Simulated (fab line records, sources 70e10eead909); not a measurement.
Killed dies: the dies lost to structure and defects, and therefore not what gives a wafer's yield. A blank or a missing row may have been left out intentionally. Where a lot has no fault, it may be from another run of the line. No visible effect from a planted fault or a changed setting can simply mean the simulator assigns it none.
Matching of chambers | flow nand_harc | cmp-02 running NHARC_P_BONDPAD_CMP_32: 4 sister chambers
The step polishes SiCN, target thk 200 nm. 22 wafers are shown with their chamber, then 11 later ones without.

## EACH WAFER AND ITS CHAMBER
wafer  | chamber | motor_current_A (A)
L075.1 | 1       | 13.7
L075.2 | 3       | 13.4
L075.3 | 2       | 11.1
L075.4 | 0       | 10.3
L075.5 | 1       | 13.0
L075.6 | 0       | 10.9
L078.1 | 0       | 10.7
L078.4 | 1       | 14.2
L078.5 | 3       | 13.2
L081.1 | 1       | 13.3
L081.2 | 0       | 10.7
L081.5 | 2       | 11.9
L082.1 | 2       | 11.5
L082.3 | 1       | 13.3
L082.6 | 1       | 14.0
L088.2 | 0       | 10.6
L088.5 | 0       | 10.6
L088.6 | 1       | 13.2
L089.1 | 1       | 13.3
L089.2 | 0       | 11.1
L089.4 | 3       | 13.2
L091.2 | 3       | 13.3

SIGNATURES, as means of the wafers listed above
reading         | chamber 0 | chamber 1 | chamber 2 | chamber 3 | scatter within a chamber
motor_current_A | 10.700    | 13.500    | 11.500    | 13.275    | 0.331
Rule: for a wafer and a chamber, the distance is found by dividing, reading by reading, the gap between the wafer's reading and the chamber's mean by the reading's scatter, squaring, summing and taking the root. The wafer belongs to the nearest chamber; if the next one is less than 2 further off, it can't be placed. How the scatter is found: for the shown wafers, subtract from each reading the mean of its chamber, square and add these, divide the total by (wafers less chambers), then take the root.

## WAFERS WHOSE CHAMBER IS MISSING
wafer  | motor_current_A (A)
L091.3 | 13.4
L091.4 | 10.9
L094.1 | 13.6
L094.2 | 12.2
L094.4 | 10.6
L095.1 | 11.9
L095.3 | 11.2
L095.4 | 13.5
L097.3 | 11.6
L097.4 | 13.9
L097.5 | 11.0

## EACH ONE'S CHAMBER
wafer  | from the rows above          | in truth
L091.3 | can't be placed: 1 or 3      | 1
L091.4 | can't be placed: 0 or 2      | 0
L094.1 | can't be placed: 1 or 3      | 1
L094.2 | can't be placed: 2 or 3 or 1 | 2
L094.4 | 0                            | 0
L095.1 | 2                            | 2
L095.3 | can't be placed: 2 or 0      | 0
L095.4 | can't be placed: 1 or 3      | 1
L097.3 | 2                            | 2
L097.4 | can't be placed: 1 or 3      | 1
L097.5 | can't be placed: 0 or 2      | 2
Placed correctly: 3 of 11. Cannot be placed on the basis of these rows: 8; the candidates contain the true chamber in 8. Wrongly placed: 0.
